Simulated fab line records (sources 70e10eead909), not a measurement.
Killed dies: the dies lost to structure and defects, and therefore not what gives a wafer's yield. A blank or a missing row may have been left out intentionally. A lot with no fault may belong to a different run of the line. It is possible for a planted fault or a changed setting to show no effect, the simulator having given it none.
fab line records	flow nandHarc
record lots=5	wafers=15	lastDay=24
route steps=1159 shown A_CONTACT@906 END@1159
lots that met no fault: taken from a fault-free run of the same line
startH: hours from the record's first day to the start of the lot's first wafer shown	waitH: hours elapsed since this lot's preceding step	" as in the row above	L1.1+2: one row covering several wafers at once	- no value present, or no start provided	* or withheld: withheld	< > ~ a bound
route shown NAME@n: names a module that has steps shown in the file, with the first one's number in the route	usual: mean and standard deviation over wafers with no fault	same: alike in all rows	chamber/n: place in a boat	sites: the reading at each site	_std_site: the values' standard deviation	_edge_site: mean of outer sites minus mean of inner sites	radiusMm: for every site, how far away it sits from the centre of the wafer	mask NAME#n: copy n	behind: tool/chamber where the wafer was last shaped	hold: why the lot was held/for how many hours/how that ended	device: the transistor (n, p or np) that didn't switch	end of line: the tests these same wafers got at the end of their route	a step given without rows: its recipe and nothing more	killed: at the first sort, the dies lost to defects and structure; wafer yield is something else	map: per-die view of a wafer (x killed, . not killed, _ where there is no die)
set.NAME: the setting as run; set.NAME@STEP: as run at that earlier step	model.NAME: the simulator's own value behind a step, which no gauge read
certain route steps with their lots: each step a table, each wafer a row
services: the hour from which a tool's chamber was out of use, counted from the record's first day as startH (under 0 if before that day), plus the number of hours and why
## steps
# step NHARC_A_CONTACT_ETCH_126
# recipe sourceW=withheld	pressureMtorr=20	biasV=1200	timeS=155	targetDepthA=9560	arFlowSccm=withheld	c4f8FlowSccm=withheld	o2FlowSccm=withheld	chemistry=C4F8/O2/Ar
# step NHARC_A_CONTACT_ETCH_127
# recipe sourceW=withheld	pressureMtorr=20	biasV=1200	timeS=155	targetDepthA=9560	arFlowSccm=withheld	c4f8FlowSccm=withheld	o2FlowSccm=withheld	chemistry=C4F8/O2/Ar
# step NHARC_A_CONTACT_ETCH_128
# recipe sourceW=withheld	pressureMtorr=20	biasV=1200	timeS=155	targetDepthA=9560	arFlowSccm=withheld	c4f8FlowSccm=withheld	o2FlowSccm=withheld	chemistry=C4F8/O2/Ar
# step NHARC_A_CONTACT_ETCH_129
# recipe sourceW=withheld	pressureMtorr=20	biasV=1200	timeS=155	targetDepthA=9560	arFlowSccm=withheld	c4f8FlowSccm=withheld	o2FlowSccm=withheld	chemistry=C4F8/O2/Ar
lot.wafer	tool	chamber	startH	waitH	rfHoursCounterH
L923.1	harCapEtch-02	0	386.51	0.1	14
L923.4	"	1	"	"	-
L923.6	"	1	"	"	-
L922.1	harCapEtch-02	0	413.13	0.1	20
L922.3	"	0	"	"	-
L922.5	"	1	"	"	-
L932.1	harCapEtch-02	1	443.48	0.2	26
L932.2	"	0	"	"	26
L932.6	"	1	"	"	-
L939.1	harCapEtch-03	1	489.16	0.2	102
L939.4	"	0	"	"	-
L939.5	"	1	"	"	-
L943.3	harCapEtch-01	1	503.96	0.2	-
L943.6	"	0	"	"	-
L943.5	"	1	"	"	-
# step NHARC_A_CONTACT_ETCH_130
# recipe sourceW=withheld	pressureMtorr=20	biasV=1200	timeS=155	targetDepthA=9560	arFlowSccm=withheld	c4f8FlowSccm=withheld	o2FlowSccm=withheld	chemistry=C4F8/O2/Ar
# step NHARC_A_CONTACT_ETCH_131
# recipe sourceW=withheld	pressureMtorr=20	biasV=1200	timeS=155	targetDepthA=9560	arFlowSccm=withheld	c4f8FlowSccm=withheld	o2FlowSccm=withheld	chemistry=C4F8/O2/Ar
# step NHARC_A_CONTACT_ETCH_132
# recipe sourceW=withheld	pressureMtorr=20	biasV=1200	timeS=156	targetDepthA=9580	arFlowSccm=withheld	c4f8FlowSccm=withheld	o2FlowSccm=withheld	chemistry=C4F8/O2/Ar
# step NHARC_A_CONTACT_ETCH_133
# recipe sourceW=withheld	pressureMtorr=20	biasV=400	timeS=195	targetDepthA=8400	arFlowSccm=withheld	c4f8FlowSccm=11.5	o2FlowSccm=7.2	chemistry=C4F8/O2/Ar
# step NHARC_A_CONTACT_ETCH_91
# recipe targetDepthA=400	overEtchFrac=0.5	timeS=85.7	ionEnergyEv=120	ch3fFlowSccm=50	o2FlowSccm=30	arFlowSccm=200	rfW=500	biasW=100	chemistry=CH3F/O2
# step NHARC_A_CONTACT_ETCH_97
# recipe targetDepthA=200	overEtchFrac=0.5	timeS=10	ionEnergyEv=250	c4f6FlowSccm=25	o2FlowSccm=20	arFlowSccm=500	rfW=600	biasW=500	chemistry=C4F6/O2
# step NHARC_A_CONTACT_CD_MEAS_80
# usual cdNm=189.6/0.75
lot.wafer	tool	chamber	startH	waitH	cdNm
L923.1	cdSem-03	-	387.85	-	188.9
L923.4	"	-	"	"	189.2
L923.6	"	-	"	"	188.7
L922.1	cdSem-02	-	414.49	-	187.7
L922.3	"	-	"	"	187.8
L922.5	"	-	"	"	187.4
L932.1	cdSem-02	-	445.17	-	190.3
L932.2	"	-	"	"	190.2
L932.6	"	-	"	"	190.4
L939.1	cdSem-01	-	490.76	-	189.3
L939.4	"	-	"	"	189.3
L939.5	"	-	"	"	189.2
L943.3	cdSem-02	-	505.50	-	190.4
L943.5	"	-	"	"	189.8
L943.6	"	-	"	"	190.8
# step NHARC_A_CONTACT_STRIP_103
# recipe n2FlowSccm=150	h2FlowSccm=150	arFlowSccm=0	biasW=0	chemistry=N2/H2
# step NHARC_A_CONTACT_STRIP_104
# recipe cf4FlowSccm=100	chf3FlowSccm=30	arFlowSccm=0	biasW=0	chemistry=CF4/CHF3
lot.wafer	tool	chamber	startH	waitH
L923.1+4+6	rieDiel-06	3,2,3	388.03	0.1
L922.3+1+5	rieDiel-06	0,1,3	414.67	0.1
L932.2+1+6	rieDiel-06	2,0,1	445.35	0.1
L939.4+1+5	rieDiel-07	2,0,1	490.93	0.1
L943.3+5+6	rieDiel-07	1,1,2	505.66	0.1
# step NHARC_A_CONTACT_STRIP_105
# recipe o2FlowSccm=400	cosFlowSccm=20	arFlowSccm=0	biasW=0	chemistry=O2/COS
# step NHARC_A_CONTACT_ETCH_106
# recipe targetDepthA=600	overetchA=60	timeS=33	ionEnergyEv=100	cf4FlowSccm=80	o2FlowSccm=20	arFlowSccm=0	rfW=300	biasW=100	chemistry=CF4/O2
# step NHARC_A_CONTACT_STRIP_82
# recipe o2FlowSccm=500	arFlowSccm=0	biasW=0	chemistry=O2
# usual drypumpMotorCurrentA=5.5/0.37	oesProductAu=0.999/0.012	rfVppV=57.8/0.88	showerheadPlenumPTorr=3.56/0.16	throttleValvePct=17.035/0.01
lot.wafer	tool	chamber	startH	waitH	drypumpMotorCurrentA	oesProductAu	rfHoursCounterH	rfVppV	showerheadPlenumPTorr	throttleValvePct
L923.1	rieDiel-06	1	-	-	5.0	1.002	53	57.6	3.41	17.034
L923.4	"	3	"	"	6.1	0.989	50	57.9	3.33	17.021
L923.6	"	0	"	"	5.7	0.992	-	58.5	3.34	17.024
L922.1	rieDiel-06	0	-	-	5.7	0.999	64	58.2	3.33	17.028
L922.3	"	1	"	"	5.0	1.013	62	58.6	3.41	17.037
L922.5	"	2	"	"	5.6	1.015	-	57.5	3.77	17.035
L932.1	rieDiel-06	3	-	-	6.1	0.987	6	57.7	3.32	17.022
L932.2	"	0	"	"	5.7	0.988	4	56.4	3.33	17.043
L932.6	"	0	"	"	5.7	0.988	-	56.8	3.33	17.042
L939.1	rieDiel-07	3	-	-	5.5	1.001	16	58.9	3.71	17.053
L939.4	"	0	"	"	5.1	1.019	17	58.8	3.58	17.039
L939.5	"	2	"	"	5.4	0.993	-	57.7	3.59	17.036
L943.3	rieDiel-07	3	-	-	5.6	0.977	18	58.2	3.71	17.043
L943.5	"	1	"	"	5.5	1.014	-	57.2	3.71	17.028
L943.6	"	2	"	"	5.5	0.971	-	59.7	3.59	17.053
# step NHARC_A_CONTACT_STRIP_83
# recipe timeS=600	tempC=30	chemistry=postEtchResidueRemover
# step NHARC_A_CONTACT_DEP_84
# recipe targetThkA=20000	tempC=400	material=aC
# usual throttleValvePct=35.000/0.0098
lot.wafer	tool	chamber	startH	waitH	throttleValvePct
L923.1	aclDep-01	0	390.56	-	34.991
L923.4	"	0	"	"	34.999
L923.6	"	0	"	"	34.995
L922.1	aclDep-01	0	418.56	-	35.008
L922.3	"	0	"	"	34.983
L922.5	"	0	"	"	35.013
L932.1	aclDep-01	0	447.54	-	35.006
L932.2	"	0	"	"	35.007
L932.6	"	0	"	"	34.985
L939.1	aclDep-01	0	491.70	-	34.999
L939.4	"	0	"	"	34.997
L939.5	"	0	"	"	34.981
L943.3	aclDep-02	0	508.32	-	34.995
L943.5	"	0	"	"	34.987
L943.6	"	0	"	"	35.004
# step NHARC_A_CONTACT_DEP_85
# recipe targetThkA=500	targetThkNm=50	tempC=400	pressureTorr=3.5	flowSccm=200	rfW=350	material=SiON
# step NHARC_A_CONTACT_DEHYDRATE_00
# recipe tempC=150	timeS=120
# step NHARC_A_CONTACT_HMDS_01
# recipe timeS=30
# step NHARC_A_CONTACT_COAT_86
# recipe tempC=260	timeS=75
# step NHARC_A_CONTACT_COAT_87
# recipe tempC=225	timeS=65
# step NHARC_A_CONTACT_COAT_02
# recipe spinRpm=1500	resistThkNm=90
# step NHARC_A_CONTACT_SOFTBAKE_03
# recipe tempC=105	timeS=55
# step NHARC_A_CONTACT_EBR_04
# step NHARC_A_CONTACT_EXPOSE_05
# recipe na=1.35	sigmaOuter=0.8	doseMj=84.24	maskId=A_CC
# step NHARC_A_CONTACT_PEB_06
# recipe pebTempC=100	pebTimeS=65
# step NHARC_A_CONTACT_DEVELOP_07
# recipe developTimeS=35	devTempC=23
# step NHARC_A_CONTACT_CD_MEAS_08
# recipe targetCdNm=100	landingEnergyEv=500
# usual cdNm=100.0/0.51
lot.wafer	tool	chamber	startH	waitH	cdNm
L923.1	cdSem-01	0	392.41	-	99.9
L923.4	"	0	"	"	99.8
L923.6	"	0	"	"	100.2
L922.1	cdSem-02	0	420.55	-	99.9
L922.3	"	0	"	"	99.6
L922.5	"	0	"	"	100.9
L932.1	cdSem-01	0	449.53	-	100.4
L932.2	"	0	"	"	100.0
L932.6	"	0	"	"	100.5
L939.1	cdSem-02	0	493.68	-	100.1
L939.4	"	0	"	"	99.5
L939.5	"	0	"	"	100.9
L943.3	cdSem-02	0	509.91	-	100.1
L943.5	"	0	"	"	99.5
L943.6	"	0	"	"	100.4
# step NHARC_A_CONTACT_OVL_MEAS_09
# usual overlayXNm=-0.1/0.76	overlayYNm=0.2/0.81
lot.wafer	tool	chamber	startH	waitH	overlayXNm	overlayYNm
L923.1	overlay-01	-	392.50	-	1.2	-1.0
L923.4	"	-	"	"	0.7	-0.3
L923.6	"	-	"	"	0.9	-0.9
L922.1	overlay-02	-	420.64	-	-0.9	0.4
L922.3	"	-	"	"	-0.7	0.0
L922.5	"	-	"	"	-0.7	0.0
L932.1	overlay-02	-	449.62	-	0.3	0.5
L932.2	"	-	"	"	0.6	1.3
L932.6	"	-	"	"	0.8	1.0
L939.1	overlay-01	-	493.77	-	-0.3	1.9
L939.4	"	-	"	"	-0.5	2.0
L939.5	"	-	"	"	-0.5	1.2
L943.3	overlay-02	-	510.00	-	-1.7	-0.6
L943.5	"	-	"	"	-1.5	-0.9
L943.6	"	-	"	"	-2.1	-0.8
# step NHARC_A_CONTACT_DESCUM_13
# recipe timeS=3	o2FlowSccm=200	arFlowSccm=0	biasPowerW=0	chemistry=O2
# step NHARC_A_CONTACT_ETCH_88
# recipe targetDepthA=390	overEtchFrac=0.3	timeS=65	ionEnergyEv=80	cf4FlowSccm=150	arFlowSccm=0	rfW=300	biasW=100	chemistry=CF4
# step NHARC_A_CONTACT_ETCH_89
# recipe targetDepthA=2600	overEtchFrac=0.3	timeS=475.3	ionEnergyEv=200	n2FlowSccm=150	h2FlowSccm=150	arFlowSccm=0	rfW=400	biasW=150	chemistry=N2/H2
# usual drypumpMotorCurrentA=5.4/0.38	oesProductAu=1.000/0.011	rfVppV=431.6/2.7	showerheadPlenumPTorr=2.08/0.09	throttleValvePct=14.171/0.0099
lot.wafer	tool	chamber	startH	waitH	drypumpMotorCurrentA	oesProductAu	rfHoursCounterH	rfVppV	showerheadPlenumPTorr	throttleValvePct
L923.1	rieDiel-03	1	-	-	6.3	1.014	62	432.0	2.08	14.179
L923.4	"	2	"	"	4.7	0.993	59	433.1	2.10	14.173
L923.6	"	2	"	"	4.7	0.989	-	431.4	2.10	14.173
L922.1	rieDiel-03	2	-	-	4.7	1.005	8	431.8	2.10	14.171
L922.3	"	0	"	"	5.5	0.999	8	427.6	1.99	14.171
L922.5	"	3	"	"	5.5	0.984	-	434.9	2.19	14.160
L932.2	rieDiel-06	1	-	-	4.9	1.014	8	429.8	1.96	14.159
L932.1	"	2	"	"	5.6	1.001	8	435.4	2.19	14.171
L932.6	"	0	"	"	5.7	1.002	-	427.5	1.91	14.167
L939.1	rieDiel-07	0	-	-	5.1	1.013	18	428.6	2.07	14.193
L939.4	"	1	"	"	5.5	1.010	18	434.2	2.16	14.172
L939.5	"	3	"	"	5.6	0.998	-	434.7	2.16	14.152
L943.3	rieDiel-07	2	-	-	5.4	0.988	22	432.1	2.08	14.181
L943.6	"	2	"	"	5.4	0.983	-	432.2	2.08	14.166
L943.5	"	3	"	"	5.6	0.989	-	435.0	2.16	14.187
# step NHARC_A_CONTACT_ETCH_30
# recipe targetDepthA=605	timeS=30.2	cf4FlowSccm=100	chf3FlowSccm=30	arFlowSccm=0	rfW=500	biasW=200	chemistry=CF4/CHF3
# usual drypumpMotorCurrentA=5.5/0.36	oesProductAu=0.936/0.019	rfVppV=371.3/2.4	showerheadPlenumPTorr=1.59/0.066	throttleValvePct=16.802/0.0096
lot.wafer	tool	chamber	startH	waitH	drypumpMotorCurrentA	oesProductAu	rfHoursCounterH	rfVppV	showerheadPlenumPTorr	throttleValvePct
L923.1	rieDiel-06	1	393.14	-	5.0	0.925	53	368.8	1.52	16.802
L923.4	"	2	"	"	5.5	0.923	55	376.1	1.69	16.808
L923.6	"	1	"	"	5.0	0.931	-	368.4	1.52	16.793
L922.1	rieDiel-03	1	-	-	6.3	0.984	9	372.1	1.60	16.788
L922.3	"	3	"	"	5.5	0.948	8	374.7	1.68	16.805
L922.5	"	1	"	"	6.3	0.978	-	370.2	1.60	16.812
L932.1	rieDiel-06	1	-	-	5.0	0.941	8	368.3	1.52	16.802
L932.2	"	0	"	"	5.6	0.922	5	367.3	1.48	16.785
L932.6	"	1	"	"	5.0	0.949	-	368.9	1.52	16.827
L939.1	rieDiel-07	1	-	-	5.5	0.926	18	373.5	1.66	16.818
L939.4	"	3	"	"	5.6	0.915	16	374.2	1.66	16.805
L939.5	"	1	"	"	5.5	0.930	-	372.7	1.66	16.795
L943.3	rieDiel-07	2	-	-	5.5	0.911	22	372.3	1.60	16.798
L943.6	"	0	"	"	5.1	0.934	-	371.0	1.60	16.804
L943.5	"	1	"	"	5.5	0.927	-	374.2	1.65	16.809
# step NHARC_A_CONTACT_ETCH_31
# recipe targetDepthA=20000	overEtchFrac=0.3	timeS=520	ionEnergyEv=150	o2FlowSccm=400	cosFlowSccm=20	arFlowSccm=0	rfW=500	biasW=300	chemistry=O2/COS
# step NHARC_A_CONTACT_ETCH_134
# recipe sourceW=withheld	pressureMtorr=20	biasV=withheld	timeS=140	targetDepthA=7000	arFlowSccm=withheld	c4f8FlowSccm=withheld	o2FlowSccm=withheld	chemistry=C4F8/O2/Ar
# step NHARC_A_CONTACT_ETCH_135
# recipe sourceW=withheld	pressureMtorr=20	biasV=3000	timeS=132	targetDepthA=12870	arFlowSccm=withheld	c4f8FlowSccm=withheld	o2FlowSccm=withheld	chemistry=C4F8/O2/Ar
# step NHARC_A_CONTACT_ETCH_136
# recipe sourceW=withheld	pressureMtorr=20	biasV=3000	timeS=132	targetDepthA=12870	arFlowSccm=withheld	c4f8FlowSccm=withheld	o2FlowSccm=withheld	chemistry=C4F8/O2/Ar
# step NHARC_A_CONTACT_ETCH_137
# recipe sourceW=withheld	pressureMtorr=20	biasV=3000	timeS=132	targetDepthA=12870	arFlowSccm=withheld	c4f8FlowSccm=withheld	o2FlowSccm=withheld	chemistry=C4F8/O2/Ar
# step NHARC_A_CONTACT_ETCH_138
# recipe sourceW=withheld	pressureMtorr=20	biasV=3000	timeS=132	targetDepthA=12890	arFlowSccm=withheld	c4f8FlowSccm=withheld	o2FlowSccm=withheld	chemistry=C4F8/O2/Ar
# step NHARC_END_SORT_01
# recipe tempC=25
# usual killedAtArray=21/8.9	killedAtOther=0.8/1.3	killedAtPeriphery=3.6/2.4	killedDies=26/8.9	killedOpen=3.1/1.8	killedShort=1.9/1.3
# same grossDies=677
lot.wafer	tool	chamber	startH	waitH	killedAtArray	killedAtOther	killedAtPeriphery	killedDies	killedOpen	killedShort
L932.1	prober-02	0	515.75	2.5	93	0	2	95	3	2
L932.6	prober-02	0	519.78	4.0	33	1	3	37	2	3
# killed by level:class
L932.1 A_CONTACT:unspecified=67 A_CHANNEL_HOLE_D1:chamberFilmFlake=18 A_SLIT:chamberFilmFlake=2 A_CONTACT:chamberFilmFlake=2 P_CONTACT:geometricParticle:open=1 A_CHANNEL_FILL_D1:geometricParticle:short=1 A_CONTACT:geometricParticle:open=1 A_M0:geometricParticle:open=1
L932.6 A_CHANNEL_HOLE_D1:chamberFilmFlake=14 A_SLIT:chamberFilmFlake=10 A_CONTACT:chamberFilmFlake=4 P_GATE:geometricParticle:open=1 A_CHANNEL_FILL_D1:geometricParticle:short=1 A_WL_FILL:geometricParticle:short=1 A_CONTACT:geometricParticle:open=1 A_M1:geometricParticle:short=1
# map L932.1 (x killed, . not)
____________.____________
_________......._________
_______..........._______
______.............______
_____..............._____
____.................____
____.................____
___..........x........___
___...................___
__........x.x..x.......__
__....x.............x..__
_....x.x................_
_.....xx................_
_......xx..............._
_...x.xxx..............._
_......x.x.............._
......x..................
.....x...................
....xx...x...............
...x.....................
.........................
_......................._
_......................._
_......................._
_......................._
_......................._
__.........x...........__
__x......x.xx..x.......__
___........xxxxx......___
___......xxxxxxx......___
____.....xxxxxxxx....____
____.....xxxxxxxx....____
_____....xxxxxxxxx.._____
______...xxxxxxxxx.______
_______xxxxxxxxxxx_______
_________xxxxxxx_________
____________x____________
# map L923.6 (x killed, . not)
____________.____________
_________......._________
_______..........._______
______.............______
_____..............._____
____.................____
____..............x.x____
___......x............___
___....x..............___
__.....................__
__....x..............x.__
_......................._
_............x.........._
_....xxxx...x..........._
_x..x..................._
_......................._
......xx..............x..
....x...x............x...
....x....................
........x................
........................x
_......................._
_......................._
_...............x...x..._
_............x.........._
_..........x............_
__...........x.........__
__....................x__
___...................___
___...................___
____.................____
____.....x...........____
_____..............._____
______.............______
_______..........._______
_________......._________
____________.____________
## services
tool	chamber	startH	hours	kind
rieDiel-07	2	368.52	7.9	repair
rieDiel-03	1	370.70	3.7	repair
rieDiel-06	0	373.21	-	clean
rieDiel-06	1	373.21	-	clean
rieDiel-06	2	373.21	-	clean
rieDiel-06	3	373.21	-	clean
rieDiel-03	2	373.90	5.3	repair
rieDiel-07	1	381.97	31.8	repair
rieDiel-03	-	392.98	9.0	pm
rieDiel-06	0	397.72	-	clean
rieDiel-06	1	397.72	-	clean
rieDiel-06	2	397.72	-	clean
rieDiel-06	3	397.72	-	clean
rieDiel-07	-	405.26	9.0	pm
rieDiel-06	-	418.51	9.0	pm
rieDiel-06	0	418.51	9.0	ventCycle
rieDiel-06	1	418.51	9.0	ventCycle
rieDiel-06	0	431.42	6.5	repair
rieDiel-07	2	448.88	4.5	repair
rieDiel-06	2	464.73	36.3	repair
aclDep-01	-	474.49	13.0	pm
rieDiel-07	3	479.40	6.8	repair
rieDiel-03	0	483.23	6.2	repair
rieDiel-03	3	496.21	1.4	repair
## key
firstSign step=NHARC_END_SORT_01	reading=killedAtArray	direction=up	sigmas=8.1	usual=21	struck=93
effect step=NHARC_END_SORT_01	reading=killedDies	direction=up	sigmas=7.8	usual=26	struck=95
moreKillsBornAt NHARC_A_CONTACT_STRIP_104@rieDiel-06=67
metAt NHARC_A_CONTACT_STRIP_104
struckWafers L932.1
testerLeftOut L932
onsetBetween 414.67 445.35
fault kind=chamberParticleSource	tool=rieDiel-06	chamber=0	onsetH=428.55	steps=NHARC_A_CONTACT_STRIP_104	ratePerVisitCm2=0.99024	endH=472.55
# testerLeftOut: of these lots the tester's yield and bins aren't shown, on N5 and GAA mostly nor the transistor test; their killed dies are dies lost to structure and defects alone, not to doping, threshold or leakage, so they don't give the yield
